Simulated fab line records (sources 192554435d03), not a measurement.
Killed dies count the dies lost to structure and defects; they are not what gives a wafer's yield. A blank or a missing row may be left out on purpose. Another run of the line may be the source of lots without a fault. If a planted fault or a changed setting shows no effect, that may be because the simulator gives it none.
Chamber matching | flow n5 finfet | N5_HKMG_FIN_ETCH_32 on rie diel-03 has 4 sister chambers
The step etches SOC in N2/H2, target depth 240 nm, time 300 s. 20 wafers are shown with their chamber, then 10 later ones without.

== EACH WAFER AND ITS CHAMBER ==
wafer  | chamber | showerhead plenum p Torr (Torr) | drypump motor current A (A) | throttle valve pct (%)
L075.1 | 0       | 2.53                            | 6.1                         | 17.84
L075.4 | 1       | 2.66                            | 5.4                         | 17.50
L075.6 | 1       | 2.66                            | 5.4                         | 17.51
L079.1 | 2       | 2.43                            | 5.9                         | 17.71
L079.2 | 1       | 2.66                            | 5.5                         | 17.51
L079.3 | 3       | 2.42                            | 6.0                         | 17.96
L081.2 | 3       | 2.41                            | 6.0                         | 17.97
L081.3 | 0       | 2.53                            | 6.1                         | 17.87
L081.5 | 0       | 2.53                            | 6.1                         | 17.86
L083.1 | 0       | 2.53                            | 6.1                         | 17.85
L083.3 | 1       | 2.66                            | 5.4                         | 17.54
L083.4 | 3       | 2.41                            | 6.0                         | 17.97
L085.1 | 1       | 2.66                            | 5.5                         | 17.55
L085.4 | 3       | 2.41                            | 6.0                         | 17.97
L085.5 | 0       | 2.53                            | 6.1                         | 17.88
L091.2 | 2       | 2.42                            | 5.9                         | 17.74
L091.4 | 0       | 2.52                            | 6.1                         | 17.90
L091.5 | 3       | 2.40                            | 6.0                         | 18.01
L092.2 | 2       | 2.42                            | 5.9                         | 17.76
L092.3 | 3       | 2.40                            | 6.0                         | 18.01

SIGNATURES (averages over the wafers above)
reading                  | chamber 0 | chamber 1 | chamber 2 | chamber 3 | scatter within a chamber
showerhead plenum p Torr | 2.5283    | 2.6600    | 2.4233    | 2.4083    | 0.0052
drypump motor current A  | 6.100     | 5.440     | 5.900     | 6.000     | 0.0274
throttle valve pct       | 17.8667   | 17.5220   | 17.7367   | 17.9817   | 0.0223
Rule: a wafer lies at a distance from a chamber equal to the root of the sum of squares, over the readings, of (its reading less the chamber's mean, divided by the reading's scatter). The wafer belongs to the nearest chamber; if the next one is less than 2 further off, it can't be placed. The scatter is the square root of a quotient: the sum, over the shown wafers, of each reading's squared deviation from its chamber's mean, divided by wafers minus chambers.

== WAFERS MISSING THEIR CHAMBER ==
wafer  | showerhead plenum p Torr (Torr) | drypump motor current A (A) | throttle valve pct (%)
L092.4 | 2.52                            | 6.1                         | 17.92
L094.3 | 2.40                            | 6.1                         | 18.02
L094.4 | 2.65                            | 5.5                         | 17.58
L094.6 | 2.65                            | 5.4                         | 17.58
L095.4 | 2.42                            | 5.9                         | 17.78
L095.5 | 2.42                            | 5.9                         | 17.78
L095.6 | 2.65                            | 5.5                         | 17.58
L096.1 | 2.40                            | 6.0                         | 18.02
L096.2 | 2.52                            | 6.1                         | 17.93
L096.6 | 2.41                            | 5.9                         | 17.78

== EACH ONE'S CHAMBER ==
wafer  | from the rows above | in truth
L092.4 | 0                   | 0
L094.3 | 3                   | 3
L094.4 | 1                   | 1
L094.6 | 1                   | 1
L095.4 | 2                   | 2
L095.5 | 2                   | 2
L095.6 | 1                   | 1
L096.1 | 3                   | 3
L096.2 | 0                   | 0
L096.6 | 2                   | 2
Correctly placed: 10 of 10. Number that these rows cannot place: 0. Number placed wrongly: 0.
